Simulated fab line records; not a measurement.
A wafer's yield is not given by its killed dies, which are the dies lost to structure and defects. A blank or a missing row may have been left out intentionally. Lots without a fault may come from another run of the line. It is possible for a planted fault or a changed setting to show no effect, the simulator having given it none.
Matching of chambers / flow n5Finfet / rieDiel-01 running N5_FIN_SAQP_DESCUM_21: 4 sister chambers
The step chemistry O2, time 7.9 s. 20 wafers are shown with their chamber, then 10 later ones without.

WAFERS PAIRED WITH THEIR CHAMBERS
wafer=L075.3; chamber=1; drypumpMotorCurrentA (A)=6.3; throttleValvePct (%)=20.6; showerheadPlenumPTorr (Torr)=2.08
wafer=L075.4; chamber=3; drypumpMotorCurrentA (A)=6.1; throttleValvePct (%)=20.0; showerheadPlenumPTorr (Torr)=2.05
wafer=L075.6; chamber=0; drypumpMotorCurrentA (A)=4.9; throttleValvePct (%)=20.7; showerheadPlenumPTorr (Torr)=2.08
wafer=L077.1; chamber=0; drypumpMotorCurrentA (A)=4.8; throttleValvePct (%)=20.7; showerheadPlenumPTorr (Torr)=2.08
wafer=L077.3; chamber=1; drypumpMotorCurrentA (A)=6.3; throttleValvePct (%)=20.7; showerheadPlenumPTorr (Torr)=2.08
wafer=L077.6; chamber=2; drypumpMotorCurrentA (A)=5.8; throttleValvePct (%)=20.9; showerheadPlenumPTorr (Torr)=2.08
wafer=L080.1; chamber=1; drypumpMotorCurrentA (A)=6.4; throttleValvePct (%)=20.7; showerheadPlenumPTorr (Torr)=2.08
wafer=L080.4; chamber=0; drypumpMotorCurrentA (A)=4.8; throttleValvePct (%)=20.7; showerheadPlenumPTorr (Torr)=2.08
wafer=L080.5; chamber=3; drypumpMotorCurrentA (A)=6.1; throttleValvePct (%)=20.0; showerheadPlenumPTorr (Torr)=2.05
wafer=L081.1; chamber=0; drypumpMotorCurrentA (A)=4.9; throttleValvePct (%)=20.7; showerheadPlenumPTorr (Torr)=2.07
wafer=L081.3; chamber=1; drypumpMotorCurrentA (A)=6.3; throttleValvePct (%)=20.7; showerheadPlenumPTorr (Torr)=2.08
wafer=L081.6; chamber=0; drypumpMotorCurrentA (A)=4.9; throttleValvePct (%)=20.7; showerheadPlenumPTorr (Torr)=2.07
wafer=L082.1; chamber=3; drypumpMotorCurrentA (A)=6.1; throttleValvePct (%)=20.0; showerheadPlenumPTorr (Torr)=2.05
wafer=L082.4; chamber=1; drypumpMotorCurrentA (A)=6.4; throttleValvePct (%)=20.7; showerheadPlenumPTorr (Torr)=2.08
wafer=L082.5; chamber=3; drypumpMotorCurrentA (A)=6.1; throttleValvePct (%)=20.0; showerheadPlenumPTorr (Torr)=2.05
wafer=L088.1; chamber=2; drypumpMotorCurrentA (A)=5.8; throttleValvePct (%)=20.6; showerheadPlenumPTorr (Torr)=2.08
wafer=L088.2; chamber=0; drypumpMotorCurrentA (A)=4.8; throttleValvePct (%)=20.7; showerheadPlenumPTorr (Torr)=2.07
wafer=L088.3; chamber=1; drypumpMotorCurrentA (A)=6.3; throttleValvePct (%)=20.7; showerheadPlenumPTorr (Torr)=2.07
wafer=L092.2; chamber=0; drypumpMotorCurrentA (A)=4.8; throttleValvePct (%)=20.7; showerheadPlenumPTorr (Torr)=2.07
wafer=L092.4; chamber=0; drypumpMotorCurrentA (A)=4.8; throttleValvePct (%)=20.7; showerheadPlenumPTorr (Torr)=2.07

SIGNATURES (means of the wafers above)
reading=drypumpMotorCurrentA; chamber 0=4.838; chamber 1=6.333; chamber 2=5.800; chamber 3=6.100; scatter within a chamber=0.0448
reading=throttleValvePct; chamber 0=20.700; chamber 1=20.683; chamber 2=20.750; chamber 3=20.000; scatter within a chamber=0.0577
reading=showerheadPlenumPTorr; chamber 0=2.0737; chamber 1=2.0783; chamber 2=2.0800; chamber 3=2.0500; scatter within a chamber=0.00411
Rule: a wafer's distance from a chamber is the root of the sum, over the readings, of the square of ((its reading less the chamber's mean) divided by the reading's scatter). The wafer belongs to the nearest chamber; if the next one is less than 2 further off, it can't be placed. The scatter: the root of (the sum of the squares of (reading less its chamber's mean) over the shown wafers, divided by (wafers less chambers)).

WAFERS MISSING THEIR CHAMBER
wafer=L092.6; drypumpMotorCurrentA (A)=6.3; throttleValvePct (%)=20.7; showerheadPlenumPTorr (Torr)=2.07
wafer=L095.4; drypumpMotorCurrentA (A)=5.8; throttleValvePct (%)=20.6; showerheadPlenumPTorr (Torr)=2.07
wafer=L095.5; drypumpMotorCurrentA (A)=6.1; throttleValvePct (%)=20.0; showerheadPlenumPTorr (Torr)=2.04
wafer=L095.6; drypumpMotorCurrentA (A)=4.8; throttleValvePct (%)=20.8; showerheadPlenumPTorr (Torr)=2.06
wafer=L096.1; drypumpMotorCurrentA (A)=5.8; throttleValvePct (%)=20.6; showerheadPlenumPTorr (Torr)=2.07
wafer=L096.3; drypumpMotorCurrentA (A)=6.3; throttleValvePct (%)=20.7; showerheadPlenumPTorr (Torr)=2.06
wafer=L096.5; drypumpMotorCurrentA (A)=6.3; throttleValvePct (%)=20.7; showerheadPlenumPTorr (Torr)=2.07
wafer=L097.2; drypumpMotorCurrentA (A)=4.9; throttleValvePct (%)=20.8; showerheadPlenumPTorr (Torr)=2.06
wafer=L097.3; drypumpMotorCurrentA (A)=6.1; throttleValvePct (%)=20.0; showerheadPlenumPTorr (Torr)=2.04
wafer=L097.6; drypumpMotorCurrentA (A)=4.9; throttleValvePct (%)=20.7; showerheadPlenumPTorr (Torr)=2.06

THE CHAMBER EACH PASSED THROUGH
wafer=L092.6; from the rows above=1; in truth=1
wafer=L095.4; from the rows above=2; in truth=2
wafer=L095.5; from the rows above=3; in truth=3
wafer=L095.6; from the rows above=0; in truth=0
wafer=L096.1; from the rows above=2; in truth=2
wafer=L096.3; from the rows above=1; in truth=1
wafer=L096.5; from the rows above=1; in truth=1
wafer=L097.2; from the rows above=0; in truth=0
wafer=L097.3; from the rows above=3; in truth=3
wafer=L097.6; from the rows above=0; in truth=0
10 of 10 placed correctly. Left unplaced by these rows: 0. Placed wrongly: 0.
